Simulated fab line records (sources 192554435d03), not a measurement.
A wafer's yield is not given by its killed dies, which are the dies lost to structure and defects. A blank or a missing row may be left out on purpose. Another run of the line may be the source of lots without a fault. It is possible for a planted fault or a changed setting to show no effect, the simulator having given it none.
fab line records -- flow n5-finfet
[record] lots = 7, wafers = 21
route steps=1938 shown MOL_CONTACT_COAG@520 BEOL_M0_SAQP@698 BEOL_M0_CUTY@701 BEOL_M0@715
start-h: hours from the record's first day to the start of the lot's first wafer shown -- wait-h: how many hours have passed since the lot's step before this one -- " unchanged from the row above -- L1.1+2: a single row standing in for several wafers -- - value missing, or start not given -- * or withheld: withheld -- < > ~ a bound
route shown NAME@n: names a module that has steps shown in the file, with the first one's number in the route -- usual: mean/standard deviation taken from wafers without a fault -- same: alike in all rows -- chamber/n: place in a boat -- sites: each site's reading -- _std_site: the standard deviation of these -- _edge_site: inner sites' mean taken away from outer sites' mean -- radius-mm: for every site, how far away it sits from the centre of the wafer -- mask NAME#n: copy n -- behind: the tool/chamber that last shaped the wafer -- hold: reason for holding the lot/hours on hold/outcome of the hold -- device: which transistor (n, p or np) failed to switch -- end of line: tests of these same wafers at the route's end -- a step with no rows: only its recipe -- killed: at the first sort, the dies lost to defects and structure; wafer yield is something else -- map: per-die view of a wafer (x killed, . not killed, _ where there is no die)
set.NAME: the run value of the setting; set.NAME@STEP: its run value at that earlier step -- model.NAME: the simulator's own value behind a step, which no gauge read
lots whose settings were changed on purpose; a table a step, a row a wafer
[[steps]]
[step N5_MOL_CONTACT_COAG_COAT_02]
[recipe] resist = CAR-EUV, spin-rpm = 1500, resist-thk-nm = 30
lot.wafer,tool,chamber,start-h,wait-h,set.spin-rpm,model.CAR-EUV_of_MOL_CONTACT_COAG_COAT_02.thk-nm
L074.1+2,litho-track-01,0,-,-,1583,29.2
L074.4,litho-track-01,0,-,-,1500,30
L077.1,litho-track-01,0,-,-,1500,30
L077.5+6,litho-track-01,0,-,-,1435,30.8
L079.1+2,litho-track-01,0,-,-,1500,30
L079.3,litho-track-01,0,-,-,1407,31.2
L080.1+4,litho-track-05,0,-,-,1500,30
L080.6,litho-track-05,0,-,-,1500,30.2
L084.2+3+6,litho-track-05,0,-,-,1500,29.8
L090.2,litho-track-02,0,-,-,1500,30
L090.4+5,litho-track-02,0,-,-,1438,30.8
L092.1+2+3,litho-track-01,0,-,-,1500,30
[step N5_MOL_CONTACT_COAG_EBR_04]
[recipe] solvent = PGMEA, ebr-width-mm = 1.5
[step N5_MOL_CONTACT_COAG_SOFTBAKE_03]
[recipe] temp-c = 110, time-s = 60, resist = CAR-EUV
[step N5_MOL_CONTACT_COAG_EXPOSE_05]
[recipe] mask-id = CA, na = 0.33, source-shape = annular, sigma-inner = 0.4, sigma-outer = 0.8, polarization = unpolarized, defocus-nm = 0, dose-mj = 38.25
[step N5_MOL_CONTACT_COAG_PEB_06]
[recipe] peb-temp-c = 100, peb-time-s = 60, resist = CAR-EUV
[step N5_MOL_CONTACT_COAG_DEVELOP_07]
[recipe] develop-time-s = 30, developer = TMAH, resist = CAR-EUV, rinse-liquid = surfactant-rinse, dry = air-spin, dev-temp-c = 23
lot.wafer,tool,chamber,start-h,wait-h,set.spin-rpm@MOL_CONTACT_COAG_COAT_02,model.CAR-EUV_of_MOL_CONTACT_COAG_COAT_02.thk-nm
L074.1,litho-track-02,0,-,-,1583,28.8
L074.2,litho-track-02,0,-,-,1583,28.6
L074.4,litho-track-02,0,-,-,1500,29.4
L077.1,litho-track-05,0,-,-,1500,29.6
L077.5+6,litho-track-05,0,-,-,1435,30.2
L079.1+2,litho-track-05,0,-,-,1500,29.6
L079.3,litho-track-05,0,-,-,1407,30.6
L080.1+4+6,litho-track-05,0,-,-,1500,29.6
L084.2+3+6,litho-track-05,0,-,-,1500,29.4
L090.2,litho-track-05,0,-,-,1500,29.6
L090.4+5,litho-track-05,0,-,-,1438,30.2
L092.1+2+3,litho-track-02,0,-,-,1500,29.6
[step N5_MOL_CONTACT_COAG_DESCUM_13]
[recipe] chemistry = O2, time-s = 7, source-power-w = 50, bias-power-w = 20, pressure-mtorr = 20, rf-frequency-hz = 2.712e+07, temp-c = 40, resist = CAR-EUV, o2-flow-sccm = 225
lot.wafer,tool,chamber,start-h,wait-h,set.spin-rpm@MOL_CONTACT_COAG_COAT_02,model.CAR-EUV_of_MOL_CONTACT_COAG_COAT_02.thk-nm
L074.1+2,rie-diel-04,"0,3",94.32,0.3,1583,25.2
L074.4,rie-diel-04,2,94.32,0.3,1500,26
L077.1,rie-diel-04,3,111.65,0.3,1500,26.2
L077.5+6,rie-diel-04,"3,2",111.65,0.3,1435,26.8
L079.1,rie-diel-04,1,124.84,0.7,1500,26
L079.2,rie-diel-04,3,124.84,0.7,1500,26.2
L079.3,rie-diel-04,2,124.84,0.7,1407,27.2
L080.1+4,rie-diel-06,"2,1",132.92,0.0,1500,26
L080.6,rie-diel-06,1,132.92,0.0,1500,26.2
L084.2+3+6,rie-diel-06,"1,2,3",149.33,0.0,1500,25.8
L090.2,rie-diel-06,1,186.03,0.3,1500,26
L090.4+5,rie-diel-06,"0,1",186.03,0.3,1438,26.8
L092.1,rie-diel-06,3,200.87,0.1,1500,26
L092.2+3,rie-diel-06,"0,2",200.87,0.1,1500,26.2
[step N5_MOL_CONTACT_COAG_ETCH_59]
[recipe] chemistry = N2/H2, target = underlayer, target-depth-a = 130, mask-material = CAR-EUV, time-s = 10.4, ion-energy-ev = 200, pressure-mtorr = 30, source-w = 840, bias-w = 150, n2-flow-sccm = 200, h2-flow-sccm = 200, ends = cleared
lot.wafer,tool,chamber,start-h,wait-h,set.spin-rpm@MOL_CONTACT_COAG_COAT_02,model.CAR-EUV_of_MOL_CONTACT_COAG_COAT_02.thk-nm
L074.1+2,rie-diel-04,"0,3",94.36,0.0,1583,13.8
L074.4,rie-diel-04,2,94.36,0.0,1500,14.6
L077.1,rie-diel-04,3,111.68,0.0,1500,14.8
L077.5,rie-diel-04,3,111.68,0.0,1435,15.4
L077.6,rie-diel-04,2,111.68,0.0,1435,15.2
L079.1,rie-diel-04,1,124.87,0.0,1500,14.6
L079.2,rie-diel-04,3,124.87,0.0,1500,14.8
L079.3,rie-diel-04,2,124.87,0.0,1407,15.8
L080.1+4+6,rie-diel-06,"2,1,1",132.95,0.0,1500,14.8
L084.2+3,rie-diel-06,"1,2",149.36,0.0,1500,14.6
L084.6,rie-diel-06,3,149.36,0.0,1500,14.4
L090.2,rie-diel-06,1,186.06,0.0,1500,14.8
L090.4,rie-diel-06,0,186.06,0.0,1438,15.2
L090.5,rie-diel-06,1,186.06,0.0,1438,15.4
L092.1+2,rie-diel-06,"3,0",200.91,0.0,1500,14.6
L092.3,rie-diel-06,2,200.91,0.0,1500,14.8
[step N5_MOL_CONTACT_COAG_ALD_27]
[recipe] material = SiOC, target-thk-a = 170, temp-c = 400, ald-precursor-family = carbosiloxane, ald-co-reactant = H2-plasma, pulse-time-s = 1.5, time-s = 2720, purge-time-s = 2, co-reactant-purge-time-s = 2, ald-cycles = 340, pressure-torr = 2
lot.wafer,tool,chamber,start-h,wait-h,set.ald-cycles,model.SiOC_of_MOL_CONTACT_COAG_ALD_27.thk-nm
L074.1,ald-sin-02,1,101.84,0.0,340,17
L074.2,ald-sin-02,3,101.84,0.0,285,14.2
L074.4,ald-sin-02,0,101.84,0.0,285,14
L077.1+5+6,ald-sin-02,"3,0,3",117.77,0.0,340,17
L079.1,ald-sin-01,0,132.53,0.1,340,17
L079.2+3,ald-sin-01,"3,1",132.53,0.1,379,19
L080.1+4,ald-sin-01,"0,2",141.67,0.0,340,17
L080.6,ald-sin-01,0,141.67,0.0,340,16.8
L084.2,ald-sin-03,0,154.97,0.0,340,17.2
L084.3,ald-sin-03,3,154.97,0.0,288,14.2
L084.6,ald-sin-03,1,154.97,0.0,340,17
L090.2,ald-sin-01,1,192.38,0.0,340,17
L090.4,ald-sin-01,2,192.38,0.0,373,18.6
L090.5,ald-sin-01,2,192.38,0.0,340,16.8
L092.1+2,ald-sin-01,"0,3",208.36,0.0,340,17
L092.3,ald-sin-01,1,208.36,0.0,393,19.6
[step N5_MOL_CONTACT_COAG_ALD_123]
[recipe] material = SiNx, target-thk-a = 50, temp-c = 400, ald-precursor-family = SiH2I2, ald-co-reactant = N2/H2-plasma, pulse-time-s = 1, purge-time-s = 2, co-reactant-purge-time-s = 2, ald-cycles = 100, pressure-torr = 2
lot.wafer,tool,chamber,start-h,wait-h,set.ald-cycles,model.SiNx_of_MOL_CONTACT_COAG_ALD_123.thk-nm
L074.1+4,ald-sin-01,"2,1",105.02,1.3,96,4.8
L074.2,ald-sin-01,0,105.02,1.3,100,5
L077.1+5,ald-sin-02,"2,0",119.68,0.0,100,5
L077.6,ald-sin-02,1,119.68,0.0,87,4.4
L079.1+2+3,ald-sin-01,"0,1,3",135.44,1.0,91,4.6
L080.1+4+6,ald-sin-02,"2,0,2",144.40,0.9,100,5
L084.2+3+6,ald-sin-03,"0,3,0",157.15,0.3,100,5
L090.2+4,ald-sin-01,"2,3",194.38,0.1,100,5
L090.5,ald-sin-01,3,194.38,0.1,91,4.6
L092.1+3,ald-sin-03,"1,0",210.26,0.0,110,5.6
L092.2,ald-sin-03,2,210.26,0.0,110,5.4
[step N5_MOL_CONTACT_COAG_VIA_ETCH_46]
[recipe] chemistry = C4F6/O2, target-depth-a = 460, overetch-a = 92, mask-material = SOC, target = SiO2, bias-w = 455, pressure-mtorr = 10, time-s = 40, source-w = 325, Ar_flow_sccm = 300, C4F6_flow_sccm = 10, O2_flow_sccm = 10, ion-energy-ev = 575.3, ends = end-point
[usual] rf-vpp-V = 1590/28
lot.wafer,tool,chamber,start-h,wait-h,set.bias-w,rf-vpp-V
L074.1,rie-diel-06,0,107.90,0.0,455,1585
L074.2,rie-diel-06,1,107.90,0.0,386.9,1430
L074.4,rie-diel-06,3,107.90,0.0,386.9,1384
L077.1,rie-diel-04,3,122.53,0.0,455,1649
L077.5,rie-diel-04,3,122.53,0.0,455,1651
L077.6,rie-diel-04,2,122.53,0.0,455,1568
L079.1,rie-diel-05,3,137.30,0.0,376.5,1344
L079.2,rie-diel-05,0,137.30,0.0,455,1588
L079.3,rie-diel-05,2,137.30,0.0,455,1569
L080.1,rie-diel-06,0,145.84,0.0,455,1583
L080.4,rie-diel-06,2,145.84,0.0,455,1642
L080.6,rie-diel-06,3,145.84,0.0,455,1564
L084.2,rie-diel-05,0,159.03,0.0,455,1588
L084.3,rie-diel-05,2,159.03,0.0,455,1569
L084.6,rie-diel-05,0,159.03,0.0,455,1586
L090.2,rie-diel-05,1,196.04,0.0,455,1585
L090.4,rie-diel-05,0,196.04,0.0,489.1,1675
L090.5,rie-diel-05,2,196.04,0.0,489.1,1653
L092.1,rie-diel-04,2,212.05,0.0,455,1566
L092.2,rie-diel-04,0,212.05,0.0,455,1609
L092.3,rie-diel-04,3,212.05,0.0,455,1649
[step N5_MOL_CONTACT_COAG_STRIP_96]
[recipe] chemistry = N2/H2, power-w = 500, temp-c = 40, pressure-mtorr = 50, rf-frequency-hz = 6e+07, overash-fraction = 0.3, bias-power-w = 28, h2-frac = 0.5, n2-flow-sccm = 300, h2-flow-sccm = 300
[step N5_MOL_CONTACT_COAG_ETCH_47]
[recipe] chemistry = CH3F/O2, target = SiNx, target-depth-a = 270, mask-material = SiO2, stop-on = W, over-etch-frac = 0.2, ion-energy-ev = 120, endpoint = OES-CN, pressure-mtorr = 30, source-w = 395, bias-w = 73, Ar_flow_sccm = 150, CH3F_flow_sccm = 30, O2_flow_sccm = 20, ends = end-point
[step N5_MOL_CONTACT_COAG_STRIP_120]
[recipe] chemistry = CHF3, resist = SiARC, rf-frequency-hz = 6e+07
[step N5_MOL_CONTACT_COAG_VIA_ETCH_117]
[recipe] chemistry = C4F6/O2, target-depth-a = 400, overetch-a = 80, mask-material = SOC, target = SiO2, bias-w = 455, pressure-mtorr = 10, time-s = 26, source-w = 325, Ar_flow_sccm = 300, C4F6_flow_sccm = 10, O2_flow_sccm = 10, ion-energy-ev = 575.3, ends = end-point
[step N5_MOL_CONTACT_COAG_ETCH_124]
[recipe] chemistry = CH3F/O2, target = SiNx, target-depth-a = 65, mask-material = SOC, stop-on = SiOC, over-etch-frac = 0.3, ion-energy-ev = 120, pressure-mtorr = 30, source-w = 395, bias-w = 73, Ar_flow_sccm = 150, CH3F_flow_sccm = 30, O2_flow_sccm = 20, ends = end-point
lot.wafer,tool,chamber,start-h,wait-h,set.ald-cycles@MOL_CONTACT_COAG_ALD_123,model.etch.depth-nm
L074.1,rie-diel-06,2,110.25,0.0,96,4.764
L074.2,rie-diel-06,0,110.25,0.0,100,5.006
L074.4,rie-diel-06,3,110.25,0.0,96,4.783
L077.1,rie-diel-04,3,124.34,0.0,100,5.004
L077.5,rie-diel-04,2,124.34,0.0,100,4.982
L077.6,rie-diel-04,1,124.34,0.0,87,4.371
L079.1,rie-diel-05,1,139.32,0.0,91,4.54
L079.2,rie-diel-05,0,139.32,0.0,91,4.511
L079.3,rie-diel-05,2,139.32,0.0,91,4.528
L080.1,rie-diel-06,1,147.44,0.0,100,5.021
L080.4,rie-diel-06,2,147.44,0.0,100,4.995
L080.6,rie-diel-06,2,147.44,0.0,100,5.034
L084.2,rie-diel-06,3,160.31,0.0,100,5.001
L084.3,rie-diel-06,0,160.31,0.0,100,5.007
L084.6,rie-diel-06,3,160.31,0.0,100,5.003
L090.2,rie-diel-06,2,197.31,0.0,100,4.974
L090.4,rie-diel-06,0,197.31,0.0,100,4.99
L090.5,rie-diel-06,2,197.31,0.0,91,4.53
L092.1,rie-diel-04,0,213.47,0.0,110,5.5
L092.2,rie-diel-04,3,213.47,0.0,110,5.474
L092.3,rie-diel-04,1,213.47,0.0,110,5.504
[step N5_BEOL_M0_SAQP_ALD_48]
[recipe] material = SiO2, target-thk-a = 200, temp-c = 100, ald-precursor-family = BDEAS, ald-co-reactant = O2-plasma, pulse-time-s = 1, co-reactant-pulse-time-s = 1, purge-time-s = 2, co-reactant-purge-time-s = 2, ald-cycles = 139, pressure-torr = 2
lot.wafer,tool,chamber,start-h,wait-h,set.ald-cycles,model.SiO2_of_BEOL_M0_SAQP_ALD_48.thk-nm
L074.1,ald-sin-03,3,123.29,0.1,139,20
L074.2,ald-sin-03,1,123.29,0.1,139,19.8
L074.4,ald-sin-03,2,123.29,0.1,154,22
L077.1+5,ald-sin-01,"1,3",136.44,0.0,139,19.8
L077.6,ald-sin-01,2,136.44,0.0,139,20
L079.1+2+3,ald-sin-03,"3,1,2",150.42,0.0,139,20
L080.1+4+6,ald-sin-03,"2,3,2",159.15,0.0,139,20
L084.2,ald-sin-03,2,175.10,0.0,139,19.8
L084.3+6,ald-sin-03,3,175.10,0.0,149,21.4
L090.2+5,ald-sin-01,"3,1",207.83,0.0,139,20
L090.4,ald-sin-01,2,207.83,0.0,127,18.2
L092.1+3,ald-sin-04,"0,1",225.14,0.0,139,19.8
L092.2,ald-sin-04,3,225.14,0.0,139,20.2
[step N5_BEOL_M0_SAQP_ETCH_49]
[recipe] chemistry = CF4/O2, target-depth-a = 370, target = SiO2, pressure-mtorr = 40, source-w = 535, bias-w = 49, Ar_flow_sccm = 100, cf4-flow-sccm = 100, O2_flow_sccm = 10, ion-energy-ev = 100
lot.wafer,tool,chamber,start-h,wait-h,set.ald-cycles@BEOL_M0_SAQP_ALD_48,model.SiO2_of_BEOL_M0_SAQP_ALD_48.thk-nm
L074.1,rie-diel-03,0,123.82,0.3,139,15
L074.2,rie-diel-03,2,123.82,0.3,139,14
L074.4,rie-diel-03,3,123.82,0.3,154,16.8
L077.1+6,rie-diel-02,"2,0",137.01,0.3,139,14.4
L077.5,rie-diel-02,3,137.01,0.3,139,13.4
L079.1,rie-diel-03,2,150.94,0.3,139,14.2
L079.2+3,rie-diel-03,"3,1",150.94,0.3,139,14.6
L080.1,rie-diel-02,1,159.67,0.3,139,14.2
L080.4,rie-diel-02,0,159.67,0.3,139,14.4
L080.6,rie-diel-02,3,159.67,0.3,139,13.8
L084.2,rie-diel-03,3,175.63,0.3,139,14.6
L084.3,rie-diel-03,0,175.63,0.3,149,15.4
L084.6,rie-diel-03,3,175.63,0.3,149,15.6
L090.2,rie-diel-01,1,208.36,0.3,139,14.6
L090.4,rie-diel-01,3,208.36,0.3,127,13.2
L090.5,rie-diel-01,1,208.36,0.3,139,14.8
L092.1+3,rie-diel-01,"3,0",225.74,0.3,139,14.2
L092.2,rie-diel-01,2,225.74,0.3,139,14.6
[step N5_BEOL_M0_SAQP_STRIP_75]
[recipe] chemistry = CF4, resist = SiARC, power-w = 300, bias-power-w = 75, pressure-mtorr = 50, cf4-flow-sccm = 150, rf-frequency-hz = 6e+07
lot.wafer,tool,chamber,start-h,wait-h,set.ald-cycles@BEOL_M0_SAQP_ALD_48,model.SiO2_of_BEOL_M0_SAQP_ALD_48.thk-nm
L074.1,rie-diel-03,0,123.92,0.1,139,14.8
L074.2,rie-diel-03,2,123.92,0.1,139,13.6
L074.4,rie-diel-03,3,123.92,0.1,154,16.6
L077.1+6,rie-diel-02,"2,0",137.11,0.1,139,14.2
L077.5,rie-diel-02,3,137.11,0.1,139,13.2
L079.1,rie-diel-03,2,151.04,0.1,139,13.8
L079.2+3,rie-diel-03,"3,1",151.04,0.1,139,14.4
L080.1,rie-diel-02,1,159.77,0.1,139,14
L080.4,rie-diel-02,0,159.77,0.1,139,14.2
L080.6,rie-diel-02,3,159.77,0.1,139,13.6
L084.2,rie-diel-03,3,175.73,0.1,139,14.2
L084.3,rie-diel-03,0,175.73,0.1,149,15
L084.6,rie-diel-03,3,175.73,0.1,149,15.4
L090.2,rie-diel-01,1,208.46,0.1,139,14.2
L090.4,rie-diel-01,3,208.46,0.1,127,12.8
L090.5,rie-diel-01,1,208.46,0.1,139,14.4
L092.1+3,rie-diel-01,"3,0",225.84,0.1,139,14
L092.2,rie-diel-01,2,225.84,0.1,139,14.4
[step N5_BEOL_M0_CUTY_COAT_50]
[recipe] resist = SiARC, temp-c = 220, time-s = 60, spin-rpm = 1500, resist-thk-nm = 15
lot.wafer,tool,chamber,start-h,wait-h,set.spin-rpm,model.SiARC_of_BEOL_M0_CUTY_COAT_50.thk-nm
L074.1+2,litho-track-04,0,123.96,0.0,1663,14.2
L074.4,litho-track-04,0,123.96,0.0,1500,15
L077.1,litho-track-04,0,137.15,0.0,1500,15
L077.5+6,litho-track-04,0,137.15,0.0,1633,14.4
L079.1,litho-track-01,0,151.10,0.0,1500,15
L079.2+3,litho-track-01,0,151.10,0.0,1437,15.4
L080.1+4+6,litho-track-04,0,159.82,0.0,1500,15
L084.2+3+6,litho-track-02,0,175.77,0.0,1500,15
L090.2,litho-track-01,0,208.50,0.0,1500,15
L090.4+5,litho-track-01,0,208.50,0.0,1416,15.4
L092.1,litho-track-02,0,225.88,0.0,1500,15
L092.2,litho-track-02,0,225.88,0.0,1345,16
L092.3,litho-track-02,0,225.88,0.0,1345,15.8
[step N5_BEOL_M0_CUTY_COAT_51]
[recipe] resist = CAR-ArF-block, spin-rpm = 1500, resist-thk-nm = 150
[step N5_BEOL_M0_CUTY_EBR_52]
[recipe] solvent = PGMEA, ebr-width-mm = 1.5
[step N5_BEOL_M0_CUTY_DESCUM_61]
[recipe] chemistry = O2, time-s = 7.9, source-power-w = 50, bias-power-w = 20, pressure-mtorr = 20, rf-frequency-hz = 2.712e+07, temp-c = 40, resist = CAR-ArF-block, o2-flow-sccm = 225
[step N5_BEOL_M0_CUTY_ETCH_62]
[recipe] chemistry = CF4, target = SiARC, mask-material = CAR-ArF-block, time-s = 58.5, ion-energy-ev = 80, pressure-mtorr = 40, source-w = 545, bias-w = 36, Ar_flow_sccm = 100, cf4-flow-sccm = 100, ends = cleared
lot.wafer,tool,chamber,start-h,wait-h,set.ald-cycles@BEOL_M0_SAQP_ALD_48,model.SiO2_of_BEOL_M0_SAQP_ALD_48.thk-nm
L074.1,rie-diel-05,0,125.02,0.0,139,13.2
L074.2,rie-diel-05,2,125.02,0.0,139,12.4
L074.4,rie-diel-05,3,125.02,0.0,154,14.8
L077.1+6,rie-diel-04,"3,0",137.50,0.0,139,12.8
L077.5,rie-diel-04,2,137.50,0.0,139,12
L079.1,rie-diel-05,1,151.57,0.0,139,12.6
L079.2+3,rie-diel-05,"2,3",151.57,0.0,139,13
L080.1,rie-diel-04,3,160.51,0.0,139,12.6
L080.4,rie-diel-04,1,160.51,0.0,139,12.8
L080.6,rie-diel-04,3,160.51,0.0,139,12.2
L084.2,rie-diel-05,0,176.12,0.0,139,12.8
L084.3,rie-diel-05,2,176.12,0.0,149,13.6
L084.6,rie-diel-05,0,176.12,0.0,149,13.8
L090.2+5,rie-diel-04,"2,3",208.97,0.0,139,13
L090.4,rie-diel-04,3,208.97,0.0,127,11.6
L092.1+3,rie-diel-05,"2,1",226.38,0.0,139,12.6
L092.2,rie-diel-05,3,226.38,0.0,139,13
[step N5_BEOL_M0_CUTY_ETCH_63]
[recipe] chemistry = N2/H2, target = SOC, target-depth-a = 827, overetch-a = 165, mask-material = SiARC, temp-c = 40, ion-energy-ev = 200, time-s = 124, pressure-mtorr = 30, source-w = 840, bias-w = 150, n2-flow-sccm = 200, h2-flow-sccm = 200
lot.wafer,tool,chamber,start-h,wait-h,set.ald-cycles@BEOL_M0_SAQP_ALD_48,model.SiO2_of_BEOL_M0_SAQP_ALD_48.thk-nm
L074.1,rie-diel-05,0,125.06,0.0,139,12.4
L074.2,rie-diel-05,2,125.06,0.0,139,11.6
L074.4,rie-diel-05,3,125.06,0.0,154,14
L077.1+6,rie-diel-04,"3,0",137.55,0.0,139,12
L077.5,rie-diel-04,2,137.55,0.0,139,11.2
L079.1,rie-diel-05,1,151.61,0.0,139,11.8
L079.2+3,rie-diel-05,"2,3",151.61,0.0,139,12.2
L080.1,rie-diel-04,3,160.56,0.0,139,11.8
L080.4,rie-diel-04,1,160.56,0.0,139,12
L080.6,rie-diel-04,3,160.56,0.0,139,11.6
L084.2,rie-diel-05,0,176.17,0.0,139,12.2
L084.3,rie-diel-05,2,176.17,0.0,149,12.8
L084.6,rie-diel-05,0,176.17,0.0,149,13
L090.2+5,rie-diel-04,"2,3",209.02,0.0,139,12.2
L090.4,rie-diel-04,3,209.02,0.0,127,11
L092.1+3,rie-diel-05,"2,1",226.43,0.0,139,12
L092.2,rie-diel-05,3,226.43,0.0,139,12.2
[step N5_BEOL_M0_CUTY_STRIP_64]
[recipe] chemistry = N2/H2, temp-c = 40, n2-flow-sccm = 200, h2-flow-sccm = 200, rf-frequency-hz = 6e+07
[step N5_BEOL_M0_ETCH_138]
[recipe] chemistry = CH3F/O2, target-depth-a = 120, target = SiCN, time-s = 31.6, ion-energy-ev = 120, pressure-mtorr = 30, source-w = 395, bias-w = 75, Ar_flow_sccm = 150, CH3F_flow_sccm = 30, O2_flow_sccm = 20, ends = cleared
[step N5_BEOL_M0_HM_OPEN_105]
[recipe] chemistry = Cl2/BCl3, target-depth-a = 120, target = TiN, ion-energy-ev = 150, pressure-mtorr = 10, icp-w = 1000, bias-w = 126, Cl2_flow_sccm = 53.25, bcl3-flow-sccm = 21.75, Ar_flow_sccm = 25
lot.wafer,tool,chamber,start-h,wait-h,set.ald-cycles@BEOL_M0_SAQP_ALD_48,model.SiO2_of_BEOL_M0_SAQP_ALD_48.thk-nm
L074.1,rie-metal-03,0,126.53,1.3,139,11.8
L074.2,rie-metal-03,1,126.53,1.3,139,11
L074.4,rie-metal-03,0,126.53,1.3,154,13.2
L077.1+6,rie-metal-01,"0,1",140.65,2.9,139,11.4
L077.5,rie-metal-01,0,140.65,2.9,139,10.6
L079.1,rie-metal-01,0,153.27,1.5,139,11.2
L079.2,rie-metal-01,1,153.27,1.5,139,11.6
L079.3,rie-metal-01,0,153.27,1.5,139,11.4
L080.1+4,rie-metal-01,0,160.87,0.1,139,11.2
L080.6,rie-metal-01,1,160.87,0.1,139,11
L084.2,rie-metal-01,0,178.98,2.7,139,11.4
L084.3+6,rie-metal-01,0,178.98,2.7,149,12.2
L090.2,rie-metal-03,0,224.83,15.6,139,11.4
L090.4,rie-metal-03,0,224.83,15.6,127,10.4
L090.5,rie-metal-03,0,224.83,15.6,139,11.6
L092.1+3,rie-metal-02,"0,1",228.33,1.7,139,11.2
L092.2,rie-metal-02,1,228.33,1.7,139,11.6
[[key]]
[split] step = N5_MOL_CONTACT_COAG_COAT_02, setting = spin-rpm, stated = 1500, by = wafer
[response] step = N5_MOL_CONTACT_COAG_COAT_02, reading = model.CAR-EUV_of_MOL_CONTACT_COAG_COAT_02.thk-nm, change = -0.178, per = 1%, r = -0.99
[response] step = N5_MOL_CONTACT_COAG_DEVELOP_07, reading = model.CAR-EUV_of_MOL_CONTACT_COAG_COAT_02.thk-nm, change = -0.144, per = 1%, r = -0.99
[response] step = N5_MOL_CONTACT_COAG_DESCUM_13, reading = model.CAR-EUV_of_MOL_CONTACT_COAG_COAT_02.thk-nm, change = -0.163, per = 1%, r = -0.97
[response] step = N5_MOL_CONTACT_COAG_ETCH_59, reading = model.CAR-EUV_of_MOL_CONTACT_COAG_COAT_02.thk-nm, change = -0.148, per = 1%, r = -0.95
[split] step = N5_MOL_CONTACT_COAG_ALD_27, setting = ald-cycles, stated = 340, by = wafer
[response] step = N5_MOL_CONTACT_COAG_ALD_27, reading = model.SiOC_of_MOL_CONTACT_COAG_ALD_27.thk-nm, change = +0.178, per = 1%, r = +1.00
[split] step = N5_MOL_CONTACT_COAG_ALD_123, setting = ald-cycles, stated = 100, by = wafer
[response] step = N5_MOL_CONTACT_COAG_ALD_123, reading = model.SiNx_of_MOL_CONTACT_COAG_ALD_123.thk-nm, change = +0.0459, per = 1%, r = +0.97
[response] step = N5_MOL_CONTACT_COAG_ETCH_124, reading = model.etch.depth-nm, change = +0.0492, per = 1%, r = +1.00
[split] step = N5_MOL_CONTACT_COAG_VIA_ETCH_46, setting = bias-w, stated = 455, by = wafer
[response] step = N5_MOL_CONTACT_COAG_VIA_ETCH_46, reading = rf-vpp-V, change = +12.6, per = 1%, r = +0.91
[split] step = N5_BEOL_M0_SAQP_ALD_48, setting = ald-cycles, stated = 139, by = wafer
[response] step = N5_BEOL_M0_SAQP_ALD_48, reading = model.SiO2_of_BEOL_M0_SAQP_ALD_48.thk-nm, change = +0.205, per = 1%, r = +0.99
[response] step = N5_BEOL_M0_SAQP_ETCH_49, reading = model.SiO2_of_BEOL_M0_SAQP_ALD_48.thk-nm, change = +0.182, per = 1%, r = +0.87
[response] step = N5_BEOL_M0_SAQP_STRIP_75, reading = model.SiO2_of_BEOL_M0_SAQP_ALD_48.thk-nm, change = +0.19, per = 1%, r = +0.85
[response] step = N5_BEOL_M0_CUTY_ETCH_62, reading = model.SiO2_of_BEOL_M0_SAQP_ALD_48.thk-nm, change = +0.165, per = 1%, r = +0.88
[response] step = N5_BEOL_M0_CUTY_ETCH_63, reading = model.SiO2_of_BEOL_M0_SAQP_ALD_48.thk-nm, change = +0.152, per = 1%, r = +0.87
[response] step = N5_BEOL_M0_HM_OPEN_105, reading = model.SiO2_of_BEOL_M0_SAQP_ALD_48.thk-nm, change = +0.143, per = 1%, r = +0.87
[split] step = N5_BEOL_M0_CUTY_COAT_50, setting = spin-rpm, stated = 1500, by = wafer
[response] step = N5_BEOL_M0_CUTY_COAT_50, reading = model.SiARC_of_BEOL_M0_CUTY_COAT_50.thk-nm, change = -0.0773, per = 1%, r = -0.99
